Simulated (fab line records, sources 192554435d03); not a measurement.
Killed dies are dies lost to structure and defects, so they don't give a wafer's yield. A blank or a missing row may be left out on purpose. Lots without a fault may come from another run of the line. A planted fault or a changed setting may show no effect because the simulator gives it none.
One fault seen from 2 desks | flow n5_finfet | each desk has only its own numbers; what lay behind them comes last

THE TOOL OWNER'S DESK: rie_diel-04
The tool's own readings at N5_BEOL_M15_STRIP_62 (strips in O2): means of the sampled wafers that have a number, for each lot that ran on this tool. A lot is out of limits, marked OUT, if its mean lies more than 4 standard deviations from the usual mean; the brackets give that distance.
Columns: A = drypump_motor_current_A at N5_BEOL_M15_STRIP_62, usual 5.8 A; B = oes_product_au at N5_BEOL_M15_STRIP_62, usual 0.80 a.u.; C = rf_vpp_V at N5_BEOL_M15_STRIP_62, usual 3.6 V; D = showerhead_plenum_p_Torr at N5_BEOL_M15_STRIP_62, usual 2.09 Torr; E = throttle_valve_pct at N5_BEOL_M15_STRIP_62, usual 16.63 %
lot  | first seen here | A   | B    | C   | D    | E
L964 | day 14 16:31    | 5.3 | 0.95 | 3.5 | 2.17 | 16.44
L968 | day 14 17:14    | 5.5 | 0.88 | 3.9 | 2.14 | 16.50
L972 | day 16 13:37    | 5.5 | 0.84 | 3.2 | 2.14 | 16.53
This desk's finding: nothing out of limits on any of the 3 lots.

THE METROLOGY DESK
What the gauges read, lot by lot, whatever tool the lot ran on: means of the sampled wafers that have a number. A lot is out of limits, marked OUT, if its mean lies more than 4 standard deviations from the usual mean; the brackets give that distance.
Columns: A = MIM_TOP_OVL at N5_MIM_TOP_LITHO_OVL_MEAS_11, usual 1 nm
lot  | first seen here | A
L955 | day 11 16:01    | -3
L957 | day 12 23:38    | 2
L958 | day 13 05:26    | -6
L960 | day 14 04:02    | 1
L963 | day 14 09:03    | -3
L962 | day 14 12:30    | 8
L966 | day 14 12:52    | -1
L964 | day 15 00:32    | 1
L968 | day 15 05:10    | -1
L967 | day 15 11:49    | 1
L972 | day 16 23:43    | 0
L973 | day 17 07:15    | -1
This desk's finding: nothing out of limits on any of the 12 lots.

PUT TOGETHER
The tool owner's desk saw nothing out of limits.
The metrology desk saw nothing out of limits.

WHAT THE SIMULATOR HAD PUT IN
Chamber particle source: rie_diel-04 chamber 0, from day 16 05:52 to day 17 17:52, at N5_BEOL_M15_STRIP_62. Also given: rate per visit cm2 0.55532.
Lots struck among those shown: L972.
